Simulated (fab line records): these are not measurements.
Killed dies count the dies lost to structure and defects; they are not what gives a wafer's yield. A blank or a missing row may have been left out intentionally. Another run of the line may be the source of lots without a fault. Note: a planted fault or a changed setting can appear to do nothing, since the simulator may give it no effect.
Which tool is to blame?	flow n5Finfet	72 wafers from 24 lots sampled at 6 of the route's 1938 steps

== WHAT EACH GAUGE READ, for each wafer ==
N5_BEOL_M9_INSPECT_30: inspects for defects (brightfield). Usual: 407 for rawDefectCount, sd 94.
lot	measured	on	rawDefectCount	flag
L074	day 9 17:19	defectInspect-02	538 476 438	
L075	day 10 10:10	defectInspect-01	503 438 457	
L077	day 10 13:11	defectInspect-01	554 553 592	
L078	day 10 13:22	defectInspect-02	352 337 351	
L076	day 10 16:08	defectInspect-01	449 433 545	
L079	day 11 09:07	defectInspect-01	558 633 557	
L080	day 11 09:31	defectInspect-01	427 539 530	
L081	day 11 13:28	defectInspect-01	324 227 371	
L082	day 11 17:28	defectInspect-02	409 369 364	
L084	day 12 07:41	defectInspect-01	535 506 515	
L083	day 12 17:38	defectInspect-02	290 405 204	
L085	day 13 03:16	defectInspect-01	405 332 380	
L088	day 13 12:37	defectInspect-01	361 407 481	
L086	day 13 15:49	defectInspect-02	313 287 247	
L087	day 13 15:46	defectInspect-01	381 353 495	
L089	day 13 18:10	defectInspect-01	355 447 403	
L090	day 14 00:50	defectInspect-01	600 471 575	
L092	day 14 01:12	defectInspect-02	321 432 535	
L091	day 14 12:04	defectInspect-01	301 327 384	
L093	day 14 19:30	defectInspect-02	389 266 342	
L095	day 15 10:23	defectInspect-02	323 411 260	
L094	day 15 10:13	defectInspect-01	465 431 370	
L097	day 15 12:34	defectInspect-02	365 443 450	
L096	day 15 17:28	defectInspect-02	334 291 481	

N5_BEOL_M10_OVL_MEAS_29. Usual: for V9_OVL the level is 0.2 nm and the standard deviation is 0.87.
lot	measured	on	V9_OVL (nm)	flag
L074	day 10 03:05	overlay-02	1.2 1.2 -0.1	
L075	day 10 20:02	overlay-02	-0.2 -0.6 -1.4	
L077	day 11 01:01	overlay-01	0.5 -0.8 0.4	
L078	day 11 00:59	overlay-02	-0.2 0.4 0.5	
L076	day 11 01:04	overlay-01	-0.4 0.5 -0.2	
L079	day 11 17:17	overlay-01	1.1 2.0 1.0	
L080	day 11 20:17	overlay-02	0.6 1.1 0.6	
L081	day 11 20:07	overlay-01	0.9 1.7 1.2	
L082	day 12 07:28	overlay-02	-0.6 0.1 -1.3	
L084	day 12 16:47	overlay-01	1.4 0.2 0.3	
L083	day 13 00:26	overlay-01	-1.9 0.6 -0.8	
L085	day 13 09:59	overlay-02	1.6 0.7 1.0	
L088	day 13 21:59	overlay-01	0.9 0.1 -0.4	
L086	day 14 00:59	overlay-02	0.5 -0.9 0.3	
L087	day 14 01:09	overlay-02	1.5 1.1 -0.5	
L089	day 14 03:44	overlay-01	0.6 -0.3 0.4	
L090	day 14 06:54	overlay-02	0.2 -1.4 0.0	
L092	day 14 08:52	overlay-01	-1.3 0.4 0.1	
L091	day 14 19:35	overlay-02	0.9 -0.2 -0.1	
L093	day 15 01:50	overlay-02	1.5 0.4 0.6	
L095	day 15 20:16	overlay-02	0.8 -0.1 0.0	
L094	day 15 17:11	overlay-02	1.4 1.0 1.7	
L097	day 15 20:26	overlay-01	-1.2 -1.1 -0.5	
L096	day 16 02:33	overlay-02	-0.9 -0.4 -1.1	

== WHICH TOOL RAN EACH LOT (tool, then ch and the chambers of the sampled wafers, then the start) ==
lot	N5_BEOL_M8_ETCH_65	N5_BEOL_M8_TRENCH_ETCH_37	N5_BEOL_M9_DESCUM_33	N5_BEOL_M10_HM_DEP_02
L074	rieDiel-02 ch 1,2, day 9 10:43	rieDiel-02 ch 1,2, day 9 17:19 or earlier	rieDiel-04 ch 0,1, day 9 17:23	pvdSputter-01, day 10 00:04
L075	rieDiel-02 ch 1,3, day 10 03:01	rieDiel-02 ch 1,3, day 10 10:10 or earlier	rieDiel-03 ch 0,2, day 10 10:12	pvdSputter-01, day 10 16:43
L077	rieDiel-01 ch 0,1,3, day 10 03:31	rieDiel-01 ch 0,1,3, day 10 13:11 or earlier	rieDiel-03 ch 0,1,2, day 10 13:34	pvdSputter-03, day 10 20:46
L078	rieDiel-02 ch 2,3, day 10 05:14	rieDiel-02 ch 2,3, day 10 13:22 or earlier	rieDiel-04 ch 0,1,3, day 10 13:37	pvdSputter-03, day 10 20:52
L076	rieDiel-02 ch 1,2,3, day 10 09:07	rieDiel-02 ch 1,2,3, day 10 16:08 or earlier	rieDiel-03 ch 0,1,2, day 10 16:10	pvdSputter-03, day 10 21:38
L079	rieDiel-01 ch 1,3, day 11 01:35	rieDiel-01 ch 1,3, day 11 09:07 or earlier	rieDiel-03 ch 0,3, day 11 09:09	pvdSputter-01, day 11 14:26
L080	rieDiel-02 ch 2,3, day 11 02:01	rieDiel-02 ch 2,3, day 11 09:31 or earlier	rieDiel-03 ch 1,2, day 11 09:35	pvdSputter-02, day 11 17:56
L081	rieDiel-01 ch 0,2,3, day 11 07:12	rieDiel-01 ch 0,2,3, day 11 13:28 or earlier	rieDiel-05 ch 0,2, day 11 13:30	pvdSputter-03, day 11 18:04
L082	rieDiel-06 ch 0,3, day 11 09:13	rieDiel-06 ch 0,3, day 11 17:28 or earlier	rieDiel-04 ch 2,3, day 11 18:07	pvdSputter-01, day 12 03:20
L084	rieDiel-02 ch 0,2,3, day 11 17:31	rieDiel-02 ch 0,2,3, day 12 07:41 or earlier	rieDiel-04 ch 1,2,3, day 12 07:43	pvdSputter-03, day 12 13:53
L083	rieDiel-01 ch 0,3, day 12 07:54	rieDiel-01 ch 0,3, day 12 17:38 or earlier	rieDiel-03 ch 0,1,3, day 12 17:41	pvdSputter-01, day 12 22:55
L085	rieDiel-02 ch 0,1,2, day 12 16:49	rieDiel-02 ch 0,1,2, day 13 03:16 or earlier	rieDiel-04 ch 1,2, day 13 03:17	pvdSputter-02, day 13 07:36
L088	rieDiel-01 ch 0,1,2, day 13 06:38	rieDiel-01 ch 0,1,2, day 13 12:37 or earlier	rieDiel-04 ch 1,2,3, day 13 12:45	pvdSputter-02, day 13 18:43
L086	rieDiel-06 ch 1,2,3, day 13 06:40	rieDiel-06 ch 1,2,3, day 13 15:49 or earlier	rieDiel-05 ch 0,1,2, day 13 15:51	pvdSputter-01, day 13 22:10
L087	rieDiel-02 ch 2,3, day 13 06:46	rieDiel-02 ch 2,3, day 13 15:46 or earlier	rieDiel-03 ch 1,3, day 13 15:49	pvdSputter-01, day 13 22:04
L089	rieDiel-01 ch 0,3, day 13 10:28	rieDiel-01 ch 0,3, day 13 18:10 or earlier	rieDiel-03 ch 1,3, day 13 18:12	pvdSputter-01, day 14 01:41
L090	rieDiel-02 ch 0,3, day 13 16:02	rieDiel-02 ch 0,3, day 14 00:50 or earlier	rieDiel-05 ch 1,2, day 14 00:52	pvdSputter-03, day 14 05:17
L092	rieDiel-02 ch 0,2, day 13 17:59	rieDiel-02 ch 0,2, day 14 01:12 or earlier	rieDiel-03 ch 0,3, day 14 01:15	pvdSputter-02, day 14 07:31
L091	rieDiel-06 ch 0,2, day 14 01:50	rieDiel-06 ch 0,2, day 14 12:04 or earlier	rieDiel-05 ch 2,3, day 14 12:07	pvdSputter-01, day 14 17:11
L093	rieDiel-06 ch 1,2, day 14 12:23	rieDiel-06 ch 1,2, day 14 19:30 or earlier	rieDiel-05 ch 1,2, day 14 19:32	pvdSputter-02, day 15 00:23
L095	rieDiel-01 ch 2,3, day 15 03:50	rieDiel-01 ch 2,3, day 15 10:23 or earlier	rieDiel-04 ch 0,2,3, day 15 10:40	pvdSputter-01, day 15 16:42
L094	rieDiel-02 ch 1,2,3, day 15 04:04	rieDiel-02 ch 1,2,3, day 15 10:13 or earlier	rieDiel-04 ch 1,2,3, day 15 10:14	pvdSputter-01, day 15 15:42
L097	rieDiel-02 ch 0,1,2, day 15 05:20	rieDiel-02 ch 0,1,2, day 15 12:34 or earlier	rieDiel-04 ch 1,2,3, day 15 12:43	pvdSputter-01, day 15 18:46
L096	rieDiel-02 ch 2,3, day 15 10:34	rieDiel-02 ch 2,3, day 15 17:28 or earlier	rieDiel-05 ch 0,2,3, day 15 17:34	pvdSputter-03, day 16 00:39
- N5_BEOL_M8_ETCH_65: etches SiARC in CF4, target depth 15.6 nm, time 26 s.
- N5_BEOL_M8_TRENCH_ETCH_37: etches SiCOH lowk in C4F6/O2, target depth 93.478 nm, time 31.2 s.
- N5_BEOL_M9_DESCUM_33: chemistry O2, time 7 s.
- N5_BEOL_M10_HM_DEP_02: deposits TiN, target thk 20 nm.

== WHAT THE TOOLS THEMSELVES READ (means of the sampled wafers that have a number; where no wafer has one, the mark that the record gives instead) ==
N5_BEOL_M8_ETCH_65. Usual: drypumpMotorCurrentA 5.8 A, standard deviation 0.34; etchRfOnTimeS 26.2 s, standard deviation 0.47; oesProductAu 0.70 a.u., standard deviation 0.056; rfVppV 184.2 V, standard deviation 1.1; showerheadPlenumPTorr 2.17 Torr, standard deviation 0.053; throttleValvePct 15.49 %, standard deviation 0.29.
lot	tool	drypumpMotorCurrentA (A)	etchRfOnTimeS (s)	oesProductAu (a.u.)	rfVppV (V)	showerheadPlenumPTorr (Torr)	throttleValvePct (%)	flag
L074	rieDiel-02	5.9	26.4	0.69	185.4	2.18	15.46	
L075	rieDiel-02	5.5	26.7	0.65	184.7	2.20	15.80	
L077	rieDiel-01	5.8	25.7	0.75	185.8	2.20	15.50	
L078	rieDiel-02	5.7	26.1	0.73	183.9	2.18	15.18	
L076	rieDiel-02	5.7	26.4	0.68	185.0	2.18	15.48	
L079	rieDiel-01	5.8	26.2	0.76	184.4	2.15	15.45	
L080	rieDiel-02	6.0	26.4	0.72	183.9	2.16	15.18	
L081	rieDiel-01	5.7	25.8	0.67	185.4	2.23	15.69	
L082	rieDiel-06	5.9	25.9	0.68	183.4	2.10	15.79	
L084	rieDiel-02	5.9	26.5	0.71	183.6	2.16	15.26	
L083	rieDiel-01	5.8	25.5	0.70	185.3	2.26	15.59	
L085	rieDiel-02	5.9	26.4	0.66	184.3	2.17	15.58	
L088	rieDiel-01	6.0	26.3	0.76	183.6	2.17	15.40	
L086	rieDiel-06	5.9	26.4	0.66	182.7	2.12	15.75	
L087	rieDiel-02	5.9	26.4	0.70	183.6	2.16	15.21	
L089	rieDiel-01	5.5	25.5	0.70	185.0	2.25	15.70	
L090	rieDiel-02	5.7	26.3	0.69	184.1	2.17	15.29	
L092	rieDiel-02	6.1	26.2	0.69	184.7	2.15	15.35	
L091	rieDiel-06	6.0	25.6	0.71	183.5	2.08	15.67	
L093	rieDiel-06	6.3	26.1	0.71	183.6	2.13	15.68	
L095	rieDiel-01	5.7	25.8	0.76	185.3	2.20	15.51	
L094	rieDiel-02	5.7	26.2	0.73	185.2	2.17	15.41	
L097	rieDiel-02	5.9	26.3	0.72	183.4	2.16	15.47	
L096	rieDiel-02	5.7	26.0	0.69	184.2	2.16	15.27	

N5_BEOL_M8_TRENCH_ETCH_37. Usual: drypumpMotorCurrentA 5.8 A, standard deviation 0.33; oesProductAu 0.83 a.u., standard deviation 0.067; rfVppV 674 V, standard deviation 13; showerheadPlenumPTorr 2.88 Torr, standard deviation 0.067; throttleValvePct 20.83 %, standard deviation 0.28.
lot	tool	drypumpMotorCurrentA (A)	oesProductAu (a.u.)	rfVppV (V)	showerheadPlenumPTorr (Torr)	throttleValvePct (%)	flag
L074	rieDiel-02	5.9	0.82	687	2.89	20.76	
L075	rieDiel-02	5.5	0.76	663	2.93	21.10	
L077	rieDiel-01	5.8	0.88	672	2.93	20.82	
L078	rieDiel-02	5.7	0.87	673	2.90	20.53	
L076	rieDiel-02	5.7	0.81	674	2.91	20.80	
L079	rieDiel-01	5.8	0.89	678	2.86	20.84	
L080	rieDiel-02	6.0	0.85	685	2.88	20.50	
L081	rieDiel-01	5.7	0.78	670	2.97	20.98	
L082	rieDiel-06	5.9	0.80	677	2.79	21.15	
L084	rieDiel-02	5.9	0.83	677	2.88	20.61	
L083	rieDiel-01	5.8	0.82	665	2.98	20.85	
L085	rieDiel-02	5.9	0.78	678	2.89	20.88	
L088	rieDiel-01	6.0	0.88	676	2.88	20.75	
L086	rieDiel-06	5.9	0.78	676	2.82	21.07	
L087	rieDiel-02	6.0	0.82	685	2.87	20.54	
L089	rieDiel-01	5.5	0.83	666	2.99	21.01	
L090	rieDiel-02	5.7	0.81	663	2.89	20.64	
L092	rieDiel-02	6.1	0.81	679	2.86	20.68	
L091	rieDiel-06	6.0	0.83	673	2.76	21.04	
L093	rieDiel-06	6.2	0.83	676	2.83	21.02	
L095	rieDiel-01	5.7	0.89	675	2.94	20.91	
L094	rieDiel-02	5.7	0.85	674	2.89	20.77	
L097	rieDiel-02	5.9	0.85	678	2.88	20.82	
L096	rieDiel-02	5.7	0.80	672	2.88	20.58	

N5_BEOL_M9_DESCUM_33. Usual: drypumpMotorCurrentA 5.6 A, standard deviation 0.44; oesProductAu 0.79 a.u., standard deviation 0.084; rfVppV 243.0 V, standard deviation 1.6; showerheadPlenumPTorr 2.08 Torr, standard deviation 0.081; throttleValvePct 20.4 %, standard deviation 0.31.
lot	tool	drypumpMotorCurrentA (A)	oesProductAu (a.u.)	rfVppV (V)	showerheadPlenumPTorr (Torr)	throttleValvePct (%)	flag
L074	rieDiel-04	5.4	0.73	242.9	2.03	20.4	
L075	rieDiel-03	5.9	0.70	243.5	2.13	20.8	
L077	rieDiel-03	5.6	0.78	243.2	2.10	20.6	
L078	rieDiel-04	5.6	0.78	243.5	2.10	20.3	
L076	rieDiel-03	5.6	0.77	243.5	2.10	20.6	
L079	rieDiel-03	5.9	0.82	244.3	2.14	20.6	
L080	rieDiel-03	5.2	0.83	243.4	2.09	20.4	
L081	rieDiel-05	5.9	0.78	243.6	2.09	20.5	
L082	rieDiel-04	5.1	0.75	242.6	2.06	20.3	
L084	rieDiel-04	5.1	0.83	242.1	2.08	20.2	
L083	rieDiel-03	5.5	0.81	243.8	2.15	20.6	
L085	rieDiel-04	5.0	0.78	241.3	2.00	20.3	
L088	rieDiel-04	5.1	0.82	243.5	2.08	20.2	
L086	rieDiel-05	5.8	0.77	241.9	2.05	20.4	
L087	rieDiel-03	5.2	0.86	243.9	2.13	20.4	
L089	rieDiel-03	5.2	0.86	243.7	2.13	20.4	
L090	rieDiel-05	5.6	0.72	242.1	2.03	20.5	
L092	rieDiel-03	5.8	0.73	244.3	2.16	20.8	
L091	rieDiel-05	5.5	0.76	243.1	2.11	20.7	
L093	rieDiel-05	5.6	0.71	242.3	2.03	20.5	
L095	rieDiel-04	5.6	0.76	242.6	2.07	20.3	
L094	rieDiel-04	5.1	0.80	242.5	2.07	20.2	
L097	rieDiel-04	5.2	0.79	242.6	2.07	20.2	
L096	rieDiel-05	5.7	0.77	242.0	2.08	20.5	

N5_BEOL_M10_HM_DEP_02. Usual: substrateTempC 25.00 C, standard deviation 0.096; throttleValvePct 29.9 %, standard deviation 1.1.
lot	tool	substrateTempC (C)	throttleValvePct (%)	flag
L074	pvdSputter-01	25.01	30.1	
L075	pvdSputter-01	25.01	29.9	
L077	pvdSputter-03	24.96	29.7	
L078	pvdSputter-03	24.98	29.6	
L076	pvdSputter-03	25.04	29.4	
L079	pvdSputter-01	25.11	31.1	
L080	pvdSputter-02	24.96	28.9	
L081	pvdSputter-03	25.14	29.4	
L082	pvdSputter-01	24.93	29.7	
L084	pvdSputter-03	25.06	29.7	
L083	pvdSputter-01	25.03	30.4	
L085	pvdSputter-02	25.17	29.2	
L088	pvdSputter-02	25.01	28.9	
L086	pvdSputter-01	25.08	30.5	
L087	pvdSputter-01	25.07	31.6	
L089	pvdSputter-01	24.99	30.3	
L090	pvdSputter-03	24.99	29.6	
L092	pvdSputter-02	25.01	28.7	
L091	pvdSputter-01	25.02	30.6	
L093	pvdSputter-02	24.95	28.8	
L095	pvdSputter-01	24.94	29.7	
L094	pvdSputter-01	24.91	30.8	
L097	pvdSputter-01	24.97	30.4	
L096	pvdSputter-03	24.94	29.2	

== THE ANSWER, worked out from the rows above alone ==
Rule: a lot is off if the mean of its wafers that have a number lies more than 3 standard deviations from the usual mean. A lot without any number at a reading at which 4 lots or more have one is off too. Any other lot the step has rows for is counted as sound. First the gauges in route order, then the tools' own readings, where a lot's mean is used as printed above. The first step at which some lot is off is used, and at that step the reading that is off furthest; a lot without a number counts as furthest.
None of the lots is off at any reading shown; this tells nothing.

== WHAT THE SIMULATOR HAD PUT IN ==
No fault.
